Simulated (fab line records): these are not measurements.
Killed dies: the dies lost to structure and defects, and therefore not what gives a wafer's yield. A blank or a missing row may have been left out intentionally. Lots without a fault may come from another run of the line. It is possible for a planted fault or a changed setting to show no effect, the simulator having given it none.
Chamber matching :: flow n5 finfet :: N5_BEOL_M3_ETCH_69 on rie diel-01: 4 sister chambers
The step etches SiARC in CF4, target depth 15.6 nm, time 26 s. 8 wafers are shown with their chamber, then 7 later ones without.

== WAFERS, EACH WITH ITS CHAMBER ==
wafer: L075.4
chamber: 1
drypump motor current A (A): 5.95
throttle valve pct (%): 16.01

wafer: L075.6
chamber: 2
drypump motor current A (A): 5.23
throttle valve pct (%): 15.60

wafer: L077.4
chamber: 0
drypump motor current A (A): 6.08
throttle valve pct (%): 15.46

wafer: L086.1
chamber: 2
drypump motor current A (A): 5.27
throttle valve pct (%): 15.65

wafer: L086.2
chamber: 3
drypump motor current A (A): 5.73
throttle valve pct (%): 15.48

wafer: L086.4
chamber: 0
drypump motor current A (A): 6.05
throttle valve pct (%): 15.51

wafer: L088.2
chamber: 1
drypump motor current A (A): 5.98
throttle valve pct (%): 16.06

wafer: L088.3
chamber: 3
drypump motor current A (A): 5.73
throttle valve pct (%): 15.48

== WAFERS WITHOUT THEIR CHAMBER ==
wafer: L088.6
drypump motor current A (A): 5.77
throttle valve pct (%): 15.48

wafer: L090.1
drypump motor current A (A): 5.27
throttle valve pct (%): 15.69

wafer: L090.2
drypump motor current A (A): 6.07
throttle valve pct (%): 15.54

wafer: L090.3
drypump motor current A (A): 5.77
throttle valve pct (%): 15.50

wafer: L097.1
drypump motor current A (A): 5.93
throttle valve pct (%): 15.58

wafer: L097.2
drypump motor current A (A): 6.07
throttle valve pct (%): 15.57

wafer: L097.4
drypump motor current A (A): 5.27
throttle valve pct (%): 15.25

== THE CHAMBER EACH PASSED THROUGH ==
wafer: L088.6
from the rows above: 3
in truth: 3

wafer: L090.1
from the rows above: 2
in truth: 2

wafer: L090.2
from the rows above: 0
in truth: 0

wafer: L090.3
from the rows above: 3
in truth: 3

wafer: L097.1
from the rows above: 0
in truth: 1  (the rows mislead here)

wafer: L097.2
from the rows above: 0
in truth: 0

wafer: L097.4
from the rows above: 2
in truth: 2
Placed correctly: 6 of 7. Left unplaced by these rows: 0. Number placed wrongly: 1.
How it was worked out, from the rows above alone: a wafer's distance from a chamber is the root of the sum, over the readings, of the square of ((its reading less the chamber's mean) divided by the reading's scatter). The wafer belongs to the nearest chamber; if the next one is less than 2 further off, it can't be placed. For every chamber, the mean is computed from those of its wafers that are shown. How the scatter is found: for the shown wafers, subtract from each reading the mean of its chamber, square and add these, divide the total by (wafers less chambers), then take the root.
